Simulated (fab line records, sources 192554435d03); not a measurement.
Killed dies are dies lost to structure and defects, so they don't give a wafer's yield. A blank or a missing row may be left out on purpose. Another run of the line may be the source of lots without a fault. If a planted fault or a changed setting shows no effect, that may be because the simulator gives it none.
Matching of chambers | flow n5_finfet | rie_diel-02 running N5_BEOL_M0_STRIP_140: 4 sister chambers
The step strips in CF4. 16 wafers are shown with their chamber, then 8 later ones without.

== WAFERS WITH THEIR CHAMBER ==
wafer  | chamber | drypump_motor_current_A (A) | showerhead_plenum_p_Torr (Torr) | oes_product_au (a.u.)
L079.2 | 0       | 5.5                         | 1.72                            | 0.73
L079.5 | 0       | 5.6                         | 1.72                            | 0.73
L079.6 | 1       | 5.3                         | 1.71                            | 0.67
L081.1 | 2       | 5.4                         | 1.90                            | 0.99
L081.4 | 2       | 5.4                         | 1.90                            | 0.99
L081.6 | 1       | 5.3                         | 1.71                            | 0.68
L082.1 | 2       | 5.5                         | 1.90                            | 0.98
L082.2 | 3       | 6.5                         | 1.72                            | 0.69
L082.5 | 1       | 5.3                         | 1.71                            | 0.68
L088.1 | 0       | 5.6                         | 1.71                            | 0.72
L088.3 | 1       | 5.3                         | 1.70                            | 0.67
L088.5 | 0       | 5.6                         | 1.71                            | 0.71
L091.1 | 2       | 5.4                         | 1.90                            | 0.91
L091.2 | 0       | 5.6                         | 1.71                            | 0.72
L091.5 | 3       | 6.5                         | 1.71                            | 0.67
L092.1 | 0       | 5.6                         | 1.71                            | 0.71

SIGNATURES (means of the wafers above)
reading                  | chamber 0 | chamber 1 | chamber 2 | chamber 3 | scatter within a chamber
drypump_motor_current_A  | 5.583     | 5.300     | 5.425     | 6.500     | 0.0363
showerhead_plenum_p_Torr | 1.7133    | 1.7075    | 1.9000    | 1.7150    | 0.00464
oes_product_au           | 0.7200    | 0.6750    | 0.9675    | 0.6800    | 0.0208
Rule: for a wafer and a chamber, the distance is found by dividing, reading by reading, the gap between the wafer's reading and the chamber's mean by the reading's scatter, squaring, summing and taking the root. The wafer belongs to the nearest chamber; if the next one is less than 2 further off, it can't be placed. The scatter is the square root of a quotient: the sum, over the shown wafers, of each reading's squared deviation from its chamber's mean, divided by wafers minus chambers.

== WAFERS MISSING THEIR CHAMBER ==
wafer  | drypump_motor_current_A (A) | showerhead_plenum_p_Torr (Torr) | oes_product_au (a.u.)
L092.2 | 6.5                         | 1.71                            | 0.67
L092.3 | 5.4                         | 1.90                            | 0.89
L094.2 | 5.4                         | 1.90                            | 0.90
L094.4 | 5.4                         | 1.89                            | 0.90
L094.5 | 6.5                         | 1.71                            | 0.67
L097.1 | 5.3                         | 1.91                            | 0.95
L097.5 | 6.5                         | 1.71                            | 0.66
L097.6 | 5.4                         | 1.91                            | 0.97

== WHICH CHAMBER EACH WENT THROUGH ==
wafer  | from the rows above | in truth
L092.2 | 3                   | 3
L092.3 | 2                   | 2
L094.2 | 2                   | 2
L094.4 | 2                   | 2
L094.5 | 3                   | 3
L097.1 | 2                   | 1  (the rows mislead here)
L097.5 | 3                   | 3
L097.6 | 2                   | 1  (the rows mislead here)
Correctly placed: 6 of 8. Number that these rows cannot place: 0. Placed wrongly: 2.
